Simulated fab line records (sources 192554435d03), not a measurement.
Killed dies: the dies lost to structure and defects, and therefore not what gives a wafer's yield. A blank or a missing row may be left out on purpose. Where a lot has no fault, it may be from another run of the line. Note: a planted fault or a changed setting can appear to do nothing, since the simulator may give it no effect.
fab line records    flow n5_finfet
[record] lots = 7  wafers = 21
route steps=1938 shown MOL_CONTACT_COAG@537 BEOL_M0_SAQP@637 BEOL_M1@794 BEOL_M2@851 BEOL_M3@931
start_h: hours from the record's first day to the start of the lot's first wafer shown    wait_h: how many hours have passed since the lot's step before this one    " the same as in the row above    L1.1+2: a row that stands for several wafers    - no value, or no start was given    * or withheld: withheld    < > ~ a bound
route shown NAME@n: NAME is a module with steps in the file, n the number in the route of the first one    usual: mean/standard deviation of fault-free wafers    same: alike in all rows    chamber/n: place in a boat    sites: readings site by site    _std_site: standard deviation across them    _edge_site: mean of outer sites minus mean of inner sites    radius_mm: for every site, how far away it sits from the centre of the wafer    mask NAME#n: copy n    behind: tool/chamber where the wafer was last shaped    hold: reason for holding the lot/hours on hold/outcome of the hold    device: transistor that didn't switch, given as n, p or np    end of line: tests of these same wafers at the route's end    a step without rows: its recipe alone    killed: at the first sort, the dies lost to defects and structure; wafer yield is something else    map: the dies of a wafer, with x for killed, . for not killed, _ for no die there
set.NAME: the setting that was run; set.NAME@STEP: the one run at that earlier step    model.NAME: the simulator's own value behind a step, which no gauge read
one table per step and one row per wafer, for lots whose settings were changed on purpose
[[steps]]
[step N5_MOL_CONTACT_COAG_ETCH_15]
[recipe] chemistry = CH3F/O2  target = SiNx  target_depth_a = 70  mask_material = SOC  stop_on = Si:P  over_etch_frac = 0.75  ion_energy_ev = 120  pressure_mtorr = 30  source_w = 395  bias_w = 73  Ar_flow_sccm = 150  CH3F_flow_sccm = 30  O2_flow_sccm = 20
[usual] rf_vpp_V = 298/3.2
lot.wafer  tool         chamber  start_h  wait_h  set.source_w  rf_vpp_V
L075.1     rie_diel-03  1        93.17    0.0     333.1         326
L075.2     "            2        "        "       395           303
L075.4     "            0        "        "       333.1         318
L084.4     rie_diel-04  2        148.14   0.0     395           298
L084.5     "            3        "        "       395           298
L084.6     "            2        "        "       395           298
L085.1     rie_diel-03  1        156.00   0.0     395           302
L085.3     "            0        "        "       395           294
L085.4     "            0        "        "       439.4         279
L089.1     rie_diel-06  1        177.69   0.0     395           294
L089.4     "            3        "        "       395           300
L089.5     "            2        "        "       395           295
L090.1     rie_diel-04  3        183.41   0.0     395           298
L090.2     "            1        "        "       395           298
L090.3     "            0        "        "       437.7         283
L091.1     rie_diel-03  0        189.12   0.0     395           292
L091.2     "            3        "        "       395           301
L091.6     "            0        "        "       419.9         286
L097.2     rie_diel-03  1        231.81   0.0     395           301
L097.3     "            2        "        "       434.4         289
L097.4     "            1        "        "       434.4         289
[step N5_MOL_CONTACT_COAG_ALD_133]
[recipe] material = SiO2  target_thk_a = 50  temp_c = 100  ald_precursor_family = BDEAS  ald_co_reactant = O2-plasma  pulse_time_s = 1  co_reactant_pulse_time_s = 1  purge_time_s = 2  co_reactant_purge_time_s = 2  ald_cycles = 35  pressure_torr = 2
lot.wafer   tool        chamber  start_h  wait_h  set.ald_cycles  model.SiO2_of_MOL_CONTACT_COAG_ALD_133.thk_nm
L075.1+2    ald_sin-03  0,1      103.20   0.1     35              5
L075.4      "           3        "        "       32              4.6
L084.4+5    ald_sin-03  0,3      158.60   0.0     35              5
L084.6      "           2        "        "       29              4.2
L085.1+3+4  ald_sin-02  3,0,1    168.53   0.3     35              5
L089.1+4+5  ald_sin-03  3,0,2    192.08   0.1     35              5
L090.1      ald_sin-02  3        196.50   0.1     39              5.6
L090.2+3    "           0,1      "        "       35              5
L091.1      ald_sin-02  0        200.33   0.1     35              5
L091.2+6    "           1,0      "        "       32              4.6
L097.2+4    ald_sin-02  2,0      244.06   0.1     39              5.6
L097.3      "           1        "        "       35              5
[step N5_MOL_CONTACT_COAG_VIA_ETCH_117]
[recipe] chemistry = C4F6/O2  target_depth_a = 400  overetch_a = 80  mask_material = SOC  target = SiO2  bias_w = 455  pressure_mtorr = 10  time_s = 26  source_w = 325  Ar_flow_sccm = 300  C4F6_flow_sccm = 10  O2_flow_sccm = 10  ion_energy_ev = 575.3  ends = end_point
[usual] rf_vpp_V = 1588/16
lot.wafer  tool         chamber  start_h  wait_h  set.bias_w  rf_vpp_V
L075.1     rie_diel-04  1        103.54   0.0     455         1591
L075.2     "            3        "        "       455         1587
L075.4     "            0        "        "       455         1589
L084.4     rie_diel-06  2        158.99   0.0     455         1579
L084.5     "            2        "        "       455         1580
L084.6     "            3        "        "       455         1606
L085.1     rie_diel-06  0        168.87   0.0     455         1568
L085.3     "            2        "        "       455         1581
L085.4     "            1        "        "       530.6       1757
L089.1     rie_diel-06  1        192.42   0.0     455         1567
L089.4     "            0        "        "       455         1570
L089.5     "            1        "        "       455         1569
L090.1     rie_diel-04  2        196.84   0.0     510.8       1731
L090.2     "            3        "        "       510.8       1726
L090.3     "            1        "        "       510.8       1733
L091.1     rie_diel-03  1        200.68   0.0     455         1603
L091.2     "            3        "        "       529.8       1792
L091.6     "            0        "        "       455         1565
L097.2     rie_diel-03  0        244.40   0.0     455         1566
L097.3     "            2        "        "       455         1619
L097.4     "            3        "        "       455         1601
[step N5_BEOL_M0_SAQP_PECVD_97]
[recipe] material = SiNx  target_thk_a = 230  temp_c = 350  precursor = SiH4/NH3/N2  pressure_torr = 1.5  rf_w = 300  time_s = 19.9
lot.wafer  tool      chamber  start_h  wait_h  set.time_s  model.SiNx_of_BEOL_M0_SAQP_PECVD_97.thk_nm
L075.1     pecvd-03  1        111.13   0.0     19.9        22.2
L075.2     "         0        "        "       21.13       23.8
L075.4     "         1        "        "       21.13       24.4
L084.4     pecvd-02  2        164.57   0.0     22.08       26
L084.5     "         1        "        "       22.08       25.8
L084.6     "         0        "        "       22.08       26.2
L085.1     pecvd-04  0        174.84   0.0     21.46       24.8
L085.3     "         2        "        "       19.9        23
L085.4     "         2        "        "       21.46       25
L089.1     pecvd-04  1        198.13   0.0     19.9        22.6
L089.4+5   "         0,2      "        "       19.9        23
L090.1     pecvd-02  1        202.14   0.0     19.9        22.8
L090.2+3   "         0,2      "        "       19.9        22.6
L091.1     pecvd-03  0        206.04   0.0     22.48       25.6
L091.2     "         1        "        "       22.48       25.4
L091.6     "         0        "        "       22.48       25.8
L097.2     pecvd-03  2        249.69   0.0     19.9        22.4
L097.3     "         0        "        "       21.96       25
L097.4     "         2        "        "       21.96       25.6
[step N5_BEOL_M0_SAQP_PECVD_04]
[recipe] material = a-Si  target_thk_a = 600  temp_c = 350  precursor = SiH4/He  pressure_torr = 3  rf_w = 100  time_s = 60.2
[step N5_BEOL_M0_SAQP_HM_OPEN_112]
[recipe] chemistry = CHF3/O2  target = SiO2  stop_on = a-Si  target_depth_a = 120  over_etch_frac = 1.25  mask_material = SOC  time_s = 13.5  pressure_mtorr = 30  source_w = 650  bias_w = 170  Ar_flow_sccm = 200  CHF3_flow_sccm = 50  O2_flow_sccm = 5  ion_energy_ev = 200  ends = end_point
[step N5_BEOL_M0_SAQP_STRIP_113]
[recipe] chemistry = CHF3/O2  resist = SiARC  rf_frequency_hz = 6e+07
[step N5_BEOL_M0_SAQP_MANDREL_ETCH_20]
[recipe] target_depth_a = 600  chemistry = HBr/Cl2  target = a-Si  stop_on = SiNx  bt_time_s = 10  mask_material = SOC  over_etch_frac = 0.5  time_s = 30  pressure_mtorr = 10  icp_w = 800  bias_w = 75  HBr_flow_sccm = 150  Cl2_flow_sccm = 80  ends = end_point
lot.wafer  tool       chamber  start_h  wait_h  set.time_s@BEOL_M0_SAQP_PECVD_97  model.SiNx_of_BEOL_M0_SAQP_PECVD_97.thk_nm
L075.1     rie_si-04  3        112.11   0.0     19.9                              17.4
L075.2     "          0        "        "       21.13                             19
L075.4     "          2        "        "       21.13                             19.8
L084.4     rie_si-04  1        165.53   0.0     22.08                             21.2
L084.5     "          0        "        "       22.08                             21
L084.6     "          1        "        "       22.08                             21.4
L085.1     rie_si-01  1        175.83   0.0     21.46                             20
L085.3     "          2        "        "       19.9                              18.4
L085.4     "          3        "        "       21.46                             20.2
L089.1     rie_si-04  1        199.11   0.0     19.9                              17.8
L089.4     "          0        "        "       19.9                              18.4
L089.5     "          1        "        "       19.9                              18.2
L090.1     rie_si-04  2        203.12   0.0     19.9                              18.2
L090.2     "          0        "        "       19.9                              18
L090.3     "          1        "        "       19.9                              17.8
L091.1     rie_si-04  3        207.27   0.0     22.48                             20.8
L091.2     "          1        "        "       22.48                             20.6
L091.6     "          2        "        "       22.48                             21.2
L097.2     rie_si-04  3        250.55   0.0     19.9                              17.8
L097.3     "          0        "        "       21.96                             20.4
L097.4     "          1        "        "       21.96                             20.8
[step N5_BEOL_M1_ETCH_70]
[recipe] chemistry = N2/H2  target = SOC  target_depth_a = 800  overetch_a = 160  mask_material = SiARC  temp_c = 40  time_s = 120  ion_energy_ev = 200  pressure_mtorr = 30  source_w = 840  bias_w = 150  n2_flow_sccm = 200  h2_flow_sccm = 200
lot.wafer   tool         chamber  start_h  wait_h  set.time_s  model.SiARC_of_BEOL_M1_COAT_68.thk_nm
L075.1+4    rie_diel-01  3,2      128.67   0.0     120         6.2
L075.2      "            1        "        "       120         6.6
L084.4      rie_diel-05  3        181.88   0.0     100.1       7.4
L084.5      "            0        "        "       120         6.2
L084.6      "            1        "        "       120         6.4
L085.1      rie_diel-02  2        194.30   0.0     120         6.2
L085.3+4    "            0        "        "       120         6.4
L089.1+5    rie_diel-01  1        213.04   0.0     120         6.6
L089.4      "            2        "        "       120         6.4
L090.1+3    rie_diel-05  3,2      217.59   0.0     120         6.4
L090.2      "            0        "        "       112.1       6.6
L091.1+2    rie_diel-05  3,1      224.47   0.0     120         6.4
L091.6      "            2        "        "       107         7
L097.2+3+4  rie_diel-01  2,3,1    265.73   0.0     120         6.4
[step N5_BEOL_M1_TRENCH_ETCH_37]
[recipe] chemistry = C4F6/O2  target_depth_a = 552.07  target = SiOC  time_s = 29  ion_energy_ev = 250  pressure_mtorr = 30  source_w = 355  bias_w = 185  Ar_flow_sccm = 300  C4F6_flow_sccm = 10  O2_flow_sccm = 10
lot.wafer  tool         chamber  start_h  wait_h  set.time_s  model.BEOL_M1.feature_depth_nm  model.etch.depth_nm
L075.1     rie_diel-01  3        -        -       29          54.4                            54.47
L075.2     "            1        "        "       29          54                              54.06
L075.4     "            2        "        "       29          54.6                            54.53
L084.4     rie_diel-05  3        -        -       29          54.8                            54.77
L084.5     "            0        "        "       29          56.8                            56.79
L084.6     "            1        "        "       29          55.2                            55.29
L085.1     rie_diel-02  2        -        -       35.06       69.8                            69.72
L085.3     "            0        "        "       35.06       67.8                            67.75
L085.4     "            0        "        "       35.06       67.6                            67.61
L089.1     rie_diel-01  1        -        -       29          54.4                            54.35
L089.4     "            2        "        "       29          54.2                            54.25
L089.5     "            1        "        "       29          54.6                            54.51
L090.1     rie_diel-05  3        -        -       29          54.2                            54.27
L090.2     "            0        "        "       29          56.4                            56.36
L090.3     "            2        "        "       29          55.2                            55.21
L091.1     rie_diel-05  3        -        -       29          54.6                            54.55
L091.2     "            1        "        "       29          55.6                            55.62
L091.6     "            2        "        "       29          55.2                            55.29
L097.2     rie_diel-01  2        -        -       29          54.4                            54.33
L097.3     "            3        "        "       29          55.6                            55.61
L097.4     "            1        "        "       29          55.8                            55.86
[step N5_BEOL_M1_ETCH_41]
[recipe] chemistry = CH3F/O2  target = SiCN  target_depth_a = 319  taper_deg = 2  time_s = 57.8  ion_energy_ev = 120  mask_material = TiN  pressure_mtorr = 30  source_w = 395  bias_w = 75  Ar_flow_sccm = 150  CH3F_flow_sccm = 30  O2_flow_sccm = 20
[step N5_BEOL_M1_STRIP_97]
[recipe] chemistry = N2/H2  time_s = 10  power_w = 450  temp_c = 40  pressure_mtorr = 20  rf_frequency_hz = 6e+07  bias_power_w = 7  n2_flow_sccm = 200  h2_flow_sccm = 200
[step N5_BEOL_M1_OCD_MEAS_38]
[usual] trench_depth_nm = 55.3/1
lot.wafer  tool    chamber  start_h  wait_h  set.time_s@BEOL_M1_TRENCH_ETCH_37  trench_depth_nm
L075.1     ocd-02  -        129.03   -       29                                 54.1
L075.2     "       -        "        "       29                                 54.6
L075.4     "       -        "        "       29                                 54.7
L084.4     ocd-01  -        182.25   -       29                                 54.6
L084.5     "       -        "        "       29                                 56.9
L084.6     "       -        "        "       29                                 55.8
L085.1     ocd-02  -        194.66   -       35.06                              69.6
L085.3     "       -        "        "       35.06                              67.4
L085.4     "       -        "        "       35.06                              67.9
L089.1     ocd-02  -        213.40   -       29                                 54.5
L089.4     "       -        "        "       29                                 54.3
L089.5     "       -        "        "       29                                 54.3
L090.1     ocd-01  -        217.94   -       29                                 54.0
L090.2     "       -        "        "       29                                 56.2
L090.3     "       -        "        "       29                                 55.2
L091.1     ocd-01  -        224.83   -       29                                 54.4
L091.2     "       -        "        "       29                                 55.7
L091.6     "       -        "        "       29                                 55.1
L097.2     ocd-01  -        266.09   -       29                                 54.2
L097.3     "       -        "        "       29                                 55.2
L097.4     "       -        "        "       29                                 55.6
[step N5_BEOL_M2_EXPOSE_08]
[recipe] mask_id = M2  na = 0.33  source_shape = dipole  sigma_inner = 0.369  sigma_outer = 0.767  polarization = unpolarized  dose_mj = 41.25
lot.wafer   tool            chamber  start_h  wait_h  mask  set.dose_mj
L075.1+2    euv_scanner-01  0        133.87   -       M2#0  41.25
L075.4      "               0        "        "       M2#0  42.94
L084.4+5+6  euv_scanner-01  0        187.57   -       M2#0  41.25
L085.1+3+4  euv_scanner-01  0        199.43   -       M2#0  41.25
L089.1+4+5  euv_scanner-02  0        219.46   -       M2#0  41.25
L090.1+2    euv_scanner-02  0        222.90   -       M2#0  41.25
L090.3      "               0        "        "       M2#0  44.14
L091.1      euv_scanner-01  0        229.79   -       M2#0  41.25
L091.2+6    "               0        "        "       M2#0  39.21
L097.2      euv_scanner-01  0        271.07   -       M2#0  41.25
L097.3+4    "               0        "        "       M2#0  43.61
[step N5_BEOL_M2_PEB_09]
[recipe] peb_temp_c = 100  peb_time_s = 60  resist = CAR-EUV
[step N5_BEOL_M2_DEVELOP_10]
[recipe] develop_time_s = 30  developer = TMAH  resist = CAR-EUV  rinse_liquid = surfactant_rinse  dry = air_spin  dev_temp_c = 23
[step N5_BEOL_M2_CD_MEAS_11]
[recipe] target_cd_nm = 16.79  landing_energy_ev = 500  detector = se_inlens  polarity = opening
[usual] cd_nm = 16.83/0.25
lot.wafer  tool       chamber  start_h  wait_h  set.dose_mj@BEOL_M2_EXPOSE_08  cd_nm
L075.1     cd_sem-03  0        134.00   -       41.25                          16.79
L075.2     "          0        "        "       41.25                          16.67
L075.4     "          0        "        "       42.94                          17.76
L084.4     cd_sem-03  0        187.68   -       41.25                          16.39
L084.5     "          0        "        "       41.25                          16.82
L084.6     "          0        "        "       41.25                          16.56
L085.1     cd_sem-02  0        199.56   -       41.25                          17.20
L085.3     "          0        "        "       41.25                          16.51
L085.4     "          0        "        "       41.25                          16.72
L089.1     cd_sem-03  0        219.59   -       41.25                          16.95
L089.4     "          0        "        "       41.25                          16.59
L089.5     "          0        "        "       41.25                          16.85
L090.1     cd_sem-02  0        223.03   -       41.25                          17.20
L090.2     "          0        "        "       41.25                          17.09
L090.3     "          0        "        "       44.14                          18.23
L091.1     cd_sem-03  0        229.93   -       41.25                          16.95
L091.2     "          0        "        "       39.21                          16.39
L091.6     "          0        "        "       39.21                          16.30
L097.2     cd_sem-02  0        271.20   -       41.25                          16.86
L097.3     "          0        "        "       43.61                          17.99
L097.4     "          0        "        "       43.61                          17.81
[step N5_BEOL_M2_DESCUM_16]
[recipe] chemistry = O2  time_s = 7  source_power_w = 50  bias_power_w = 20  pressure_mtorr = 20  rf_frequency_hz = 2.712e+07  temp_c = 40  resist = CAR-EUV  o2_flow_sccm = 225
[step N5_BEOL_M2_ETCH_74]
[recipe] chemistry = N2/H2  target = underlayer  target_depth_a = 65  mask_material = CAR-EUV  time_s = 5.2  ion_energy_ev = 200  pressure_mtorr = 30  source_w = 840  bias_w = 150  n2_flow_sccm = 200  h2_flow_sccm = 200  ends = cleared
lot.wafer  tool         chamber  start_h  wait_h  set.dose_mj@BEOL_M2_EXPOSE_08  model.BEOL_M2.cd_offset_nm
L075.1     rie_diel-06  3        134.19   0.0     41.25                          0
L075.2     "            0        "        "       41.25                          0.2
L075.4     "            2        "        "       42.94                          1
L084.4     rie_diel-06  3        187.88   0.0     41.25                          -0.2
L084.5+6   "            0,1      "        "       41.25                          0
L085.1+4   rie_diel-03  2,0      199.72   0.0     41.25                          -0.2
L085.3     "            3        "        "       41.25                          -0.4
L089.1+4   rie_diel-03  2        219.75   0.0     41.25                          -0.2
L089.5     "            3        "        "       41.25                          0
L090.1+2   rie_diel-06  1,2      223.19   0.0     41.25                          0.4
L090.3     "            0        "        "       44.14                          1.6
L091.1     rie_diel-03  1        230.08   0.0     41.25                          0.2
L091.2     "            0        "        "       39.21                          -0.8
L091.6     "            2        "        "       39.21                          -1
L097.2     rie_diel-03  0        271.36   0.0     41.25                          0
L097.3     "            1        "        "       43.61                          1
L097.4     "            3        "        "       43.61                          0.8
[step N5_BEOL_M2_ETCH_64]
[recipe] chemistry = N2/H2  target = SOC  target_depth_a = 750  overetch_a = 225  mask_material = SiARC  temp_c = 40  time_s = 121.9  ion_energy_ev = 200  pressure_mtorr = 30  source_w = 840  bias_w = 150  n2_flow_sccm = 200  h2_flow_sccm = 200
[usual] rf_vpp_V = 524.4/2.5
lot.wafer  tool         chamber  start_h  wait_h  set.bias_w  rf_vpp_V  model.SiARC_of_BEOL_M2_COAT_62.thk_nm
L075.1     rie_diel-06  3        134.24   0.0     150         526.9     6.2
L075.2     "            0        "        "       150         524.4     6.4
L075.4     "            2        "        "       150         521.5     6.2
L084.4     rie_diel-06  3        187.93   0.0     150         524.8     6.4
L084.5     "            0        "        "       150         524.0     6.6
L084.6     "            1        "        "       128         470.5     7.4
L085.1     rie_diel-03  2        199.76   0.0     157.1       542.7     6
L085.3     "            3        "        "       150         524.9     6.2
L085.4     "            0        "        "       150         521.4     6.4
L089.1     rie_diel-03  2        219.79   0.0     150         529.5     6.4
L089.4     "            2        "        "       150         528.4     6.4
L089.5     "            3        "        "       150         526.5     6.2
L090.1     rie_diel-06  1        223.23   0.0     158.4       538.4     6
L090.2     "            2        "        "       158.4       539.3     6
L090.3     "            0        "        "       158.4       541.7     6.2
L091.1     rie_diel-03  1        230.13   0.0     174.8       576.4     5.4
L091.2     "            0        "        "       150         521.9     6.6
L091.6     "            2        "        "       174.8       580.5     5.2
L097.2     rie_diel-03  0        271.40   0.0     150         519.9     6.6
L097.3     "            1        "        "       150         522.1     6.4
L097.4     "            3        "        "       174.7       578.0     5
[step N5_BEOL_M2_STRIP_65]
[recipe] chemistry = N2/H2  temp_c = 40  n2_flow_sccm = 200  h2_flow_sccm = 200  rf_frequency_hz = 6e+07
[step N5_BEOL_M2_STRIP_75]
[recipe] chemistry = N2/H2  temp_c = 40  n2_flow_sccm = 200  h2_flow_sccm = 200  rf_frequency_hz = 6e+07
[step N5_BEOL_M2_STRIP_66]
[recipe] chemistry = CF4  resist = SiARC  power_w = 300  bias_power_w = 75  pressure_mtorr = 50  cf4_flow_sccm = 150  rf_frequency_hz = 6e+07
[step N5_BEOL_M2_HM_OPEN_17]
[recipe] chemistry = Cl2/BCl3  target_depth_a = 200  overetch_a = 60  target = TiN  mask_material = SOC  ion_energy_ev = 150  pressure_mtorr = 10  icp_w = 1000  bias_w = 126  Cl2_flow_sccm = 53.25  bcl3_flow_sccm = 21.75  Ar_flow_sccm = 25
lot.wafer   tool          chamber  start_h  wait_h  set.dose_mj@BEOL_M2_EXPOSE_08  model.BEOL_M2.cd_offset_nm
L075.1      rie_metal-02  0        134.41   0.0     41.25                          0
L075.2      "             1        "        "       41.25                          0.2
L075.4      "             1        "        "       42.94                          1
L084.4      rie_metal-02  0        188.13   0.1     41.25                          -0.4
L084.5+6    "             0,1      "        "       41.25                          0
L085.1+3+4  rie_metal-01  1,0,1    199.94   0.0     41.25                          -0.2
L089.1      rie_metal-03  1        219.97   0.0     41.25                          -0.4
L089.4+5    "             1        "        "       41.25                          -0.2
L090.1      rie_metal-01  0        223.40   0.0     41.25                          0.4
L090.2      "             1        "        "       41.25                          0.6
L090.3      "             1        "        "       44.14                          1.4
L091.1      rie_metal-03  1        230.30   0.0     41.25                          0.2
L091.2+6    "             1        "        "       39.21                          -0.8
L097.2      rie_metal-02  1        271.57   0.0     41.25                          0
L097.3      "             1        "        "       43.61                          0.8
L097.4      "             0        "        "       43.61                          0.6
[step N5_BEOL_M2_STRIP_19]
[recipe] chemistry = O2  power_w = 400  temp_c = 40  pressure_mtorr = 30  rf_frequency_hz = 6e+07  bias_power_w = 0  overash_fraction = 0.2  o2_flow_sccm = 225
[step N5_BEOL_M2_CD_MEAS_18]
[recipe] pitch_nm = 36  target_cd_nm = 18
[usual] cd_nm = 17.99/0.28
lot.wafer  tool       chamber  start_h  wait_h  set.dose_mj@BEOL_M2_EXPOSE_08  cd_nm
L075.1     cd_sem-02  -        134.59   0.0     41.25                          17.91
L075.2     "          -        "        "       41.25                          18.23
L075.4     "          -        "        "       42.94                          18.94
L084.4     cd_sem-03  -        188.29   0.1     41.25                          17.90
L084.5     "          -        "        "       41.25                          17.92
L084.6     "          -        "        "       41.25                          18.22
L085.1     cd_sem-01  -        200.12   0.0     41.25                          18.20
L085.3     "          -        "        "       41.25                          17.95
L085.4     "          -        "        "       41.25                          17.72
L089.1     cd_sem-01  -        220.24   0.0     41.25                          17.61
L089.4     "          -        "        "       41.25                          17.74
L089.5     "          -        "        "       41.25                          17.73
L090.1     cd_sem-01  -        223.59   0.0     41.25                          18.33
L090.2     "          -        "        "       41.25                          18.42
L090.3     "          -        "        "       44.14                          19.63
L091.1     cd_sem-01  -        230.57   0.0     41.25                          17.77
L091.2     "          -        "        "       39.21                          17.16
L091.6     "          -        "        "       39.21                          16.81
L097.2     cd_sem-03  -        272.09   0.1     41.25                          17.97
L097.3     "          -        "        "       43.61                          19.07
L097.4     "          -        "        "       43.61                          18.54
[step N5_BEOL_M3_ILD_DEP_00]
[recipe] material = SiOC  target_thk_a = 790  temp_c = 350  precursor = DEMS/O2  pressure_torr = 5  rf_w = 500  time_s = 15.3
lot.wafer  tool      chamber  start_h  wait_h  set.time_s  model.SiOC_of_BEOL_M3_ILD_DEP_00.thk_nm
L075.1     pecvd-04  1        146.13   0.0     15.3        76.4
L075.2     "         0        "        "       15.3        77
L075.4     "         0        "        "       15.3        78.2
L084.4     pecvd-03  2        195.53   0.1     15.3        78.8
L084.5+6   "         1,0      "        "       15.3        79.8
L085.1     pecvd-04  0        207.98   0.0     15.98       80.4
L085.3     "         2        "        "       15.3        77.2
L085.4     "         0        "        "       15.98       82
L089.1     pecvd-03  0        232.65   0.0     15.3        77.6
L089.4+5   "         2,0      "        "       15.3        80.2
L090.1     pecvd-04  2        237.76   0.0     15.3        78
L090.2     "         1        "        "       15.3        77.8
L090.3     "         0        "        "       15.3        77.6
L091.1     pecvd-04  2        245.24   0.0     15.3        78.2
L091.2     "         1        "        "       15.3        77.6
L091.6     "         2        "        "       15.3        78.4
L097.2     pecvd-04  1        286.72   0.0     17.45       89.4
L097.3     "         0        "        "       15.3        79
L097.4     "         1        "        "       15.3        80.6
[step N5_BEOL_M3_THK_MEAS_01]
[recipe] reads = SiOC_of_BEOL_M3_ILD_DEP_00
[usual] M3_ILD_THK = 78.9/0.95
lot.wafer  tool           chamber  start_h  wait_h  set.time_s@BEOL_M3_ILD_DEP_00  M3_ILD_THK[nm]
L075.1     film_metro-01  -        146.20   0.0     15.3                           76.4
L075.2     "              -        "        "       15.3                           77.0
L075.4     "              -        "        "       15.3                           78.2
L084.4     film_metro-02  -        195.58   0.0     15.3                           78.8
L084.5     "              -        "        "       15.3                           79.7
L084.6     "              -        "        "       15.3                           79.8
L085.1     film_metro-01  -        208.05   0.0     15.98                          80.5
L085.3     "              -        "        "       15.3                           77.4
L085.4     "              -        "        "       15.98                          82.1
L089.1     film_metro-01  -        232.72   0.0     15.3                           77.6
L089.4     "              -        "        "       15.3                           80.2
L089.5     "              -        "        "       15.3                           80.1
L090.1     film_metro-01  -        237.83   0.0     15.3                           78.1
L090.2     "              -        "        "       15.3                           77.7
L090.3     "              -        "        "       15.3                           77.7
L091.1     film_metro-02  -        245.30   0.0     15.3                           78.2
L091.2     "              -        "        "       15.3                           77.6
L091.6     "              -        "        "       15.3                           78.5
L097.2     film_metro-01  -        286.79   0.1     17.45                          89.5
L097.3     "              -        "        "       15.3                           79.1
L097.4     "              -        "        "       15.3                           80.7
[[key]]
[split] step = N5_MOL_CONTACT_COAG_ETCH_15  setting = source_w  stated = 395  by = wafer
[response] step = N5_MOL_CONTACT_COAG_ETCH_15  reading = rf_vpp_V  change = -1.37  per = 1%  r = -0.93
[split] step = N5_MOL_CONTACT_COAG_ALD_133  setting = ald_cycles  stated = 35  by = wafer
[response] step = N5_MOL_CONTACT_COAG_ALD_133  reading = model.SiO2_of_MOL_CONTACT_COAG_ALD_133.thk_nm  change = +0.0488  per = 1%  r = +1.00
[split] step = N5_MOL_CONTACT_COAG_VIA_ETCH_117  setting = bias_w  stated = 455  by = wafer
[response] step = N5_MOL_CONTACT_COAG_VIA_ETCH_117  reading = rf_vpp_V  change = +11.8  per = 1%  r = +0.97
[split] step = N5_BEOL_M0_SAQP_PECVD_97  setting = time_s  stated = 19.9  by = wafer
[response] step = N5_BEOL_M0_SAQP_PECVD_97  reading = model.SiNx_of_BEOL_M0_SAQP_PECVD_97.thk_nm  change = +0.274  per = 1%  r = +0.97
[response] step = N5_BEOL_M0_SAQP_MANDREL_ETCH_20  reading = model.SiNx_of_BEOL_M0_SAQP_PECVD_97.thk_nm  change = +0.264  per = 1%  r = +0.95
[split] step = N5_BEOL_M1_ETCH_70  setting = time_s  stated = 120  by = wafer
[response] step = N5_BEOL_M1_ETCH_70  reading = model.SiARC_of_BEOL_M1_COAT_68.thk_nm  change = -0.0598  per = 1%  r = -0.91
[split] step = N5_BEOL_M1_TRENCH_ETCH_37  setting = time_s  stated = 29  by = lot
[response] step = N5_BEOL_M1_TRENCH_ETCH_37  reading = model.BEOL_M1.feature_depth_nm  change = +0.641  per = 1%  r = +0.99
[response] step = N5_BEOL_M1_TRENCH_ETCH_37  reading = model.etch.depth_nm  change = +0.639  per = 1%  r = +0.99
[response] step = N5_BEOL_M1_OCD_MEAS_38  reading = trench_depth_nm  change = +0.637  per = 1%  r = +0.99
[split] step = N5_BEOL_M2_EXPOSE_08  setting = dose_mj  stated = 41.25  by = wafer
[response] step = N5_BEOL_M2_CD_MEAS_11  reading = cd_nm  change = +0.169  per = 1%  r = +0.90
[response] step = N5_BEOL_M2_ETCH_74  reading = model.BEOL_M2.cd_offset_nm  change = +0.184  per = 1%  r = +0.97
[response] step = N5_BEOL_M2_HM_OPEN_17  reading = model.BEOL_M2.cd_offset_nm  change = +0.154  per = 1%  r = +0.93
[response] step = N5_BEOL_M2_CD_MEAS_18  reading = cd_nm  change = +0.17  per = 1%  r = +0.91
[split] step = N5_BEOL_M2_ETCH_64  setting = bias_w  stated = 150  by = wafer
[response] step = N5_BEOL_M2_ETCH_64  reading = rf_vpp_V  change = +3.53  per = 1%  r = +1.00
[response] step = N5_BEOL_M2_ETCH_64  reading = model.SiARC_of_BEOL_M2_COAT_62.thk_nm  change = -0.0778  per = 1%  r = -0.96
[split] step = N5_BEOL_M3_ILD_DEP_00  setting = time_s  stated = 15.3  by = wafer
[response] step = N5_BEOL_M3_ILD_DEP_00  reading = model.SiOC_of_BEOL_M3_ILD_DEP_00.thk_nm  change = +0.703  per = 1%  r = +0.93
[response] step = N5_BEOL_M3_THK_MEAS_01  reading = M3_ILD_THK  change = +0.702  per = 1%  r = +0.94
